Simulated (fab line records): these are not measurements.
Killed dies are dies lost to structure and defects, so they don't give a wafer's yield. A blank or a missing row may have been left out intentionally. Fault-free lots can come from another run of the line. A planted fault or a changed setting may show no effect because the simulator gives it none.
One fault seen from 2 desks ; flow n5Finfet ; each desk has only its own numbers; what lay behind them comes last

== TOOL OWNER'S DESK, aldMetal-03 ==
The tool's own readings at N5_BEOL_M8_ALD_77 (deposits TaN, target thk 2 nm, pulse time 2 s, purge time 3 s): means of the sampled wafers that have a number, for each lot that ran on this tool. If a lot's mean is further than 4 standard deviations from the usual mean, the lot is out of limits and carries the mark OUT (the distance appears in the brackets).
Columns: A = heaterPowerW at N5_BEOL_M8_ALD_77, usual 414 W; B = precursorVesselPressureTorr at N5_BEOL_M8_ALD_77, usual 26.25 Torr
lot;first seen here;A;B
L410;day 9 19:14;392;26.21
L426;day 14 06:16;388;26.26
L428;day 14 09:09;410;26.26
Finding of this desk: none of the 3 lots has anything out of limits.

== AT THE METROLOGY DESK ==
What the gauges read for every lot (on any tool): the sampled wafers with a number, averaged. If a lot's mean is further than 4 standard deviations from the usual mean, the lot is out of limits and carries the mark OUT (the distance appears in the brackets).
Columns: A = trenchDepthNm at N5_BEOL_M8_OCD_MEAS_38, usual 92.0 nm; B = cdNm at N5_BEOL_M8_CD_MEAS_35, usual 39.9 nm
lot;first seen here;A;B
L410;day 9 18:34;94.4;39.3
L416;day 11 17:44;91.0;40.1
L426;day 14 05:09;93.2;40.4
L428;day 14 08:06;95.1;39.2
L431;day 15 13:35;93.4;40.0
L433;day 15 17:41;91.9;39.4
Finding of this desk: none of the 6 lots has anything out of limits.

== BROUGHT TOGETHER ==
The tool owner's desk saw nothing out of limits.
Nothing out of limits was seen by the metrology desk.

== WHAT THE SIMULATOR PUT IN ==
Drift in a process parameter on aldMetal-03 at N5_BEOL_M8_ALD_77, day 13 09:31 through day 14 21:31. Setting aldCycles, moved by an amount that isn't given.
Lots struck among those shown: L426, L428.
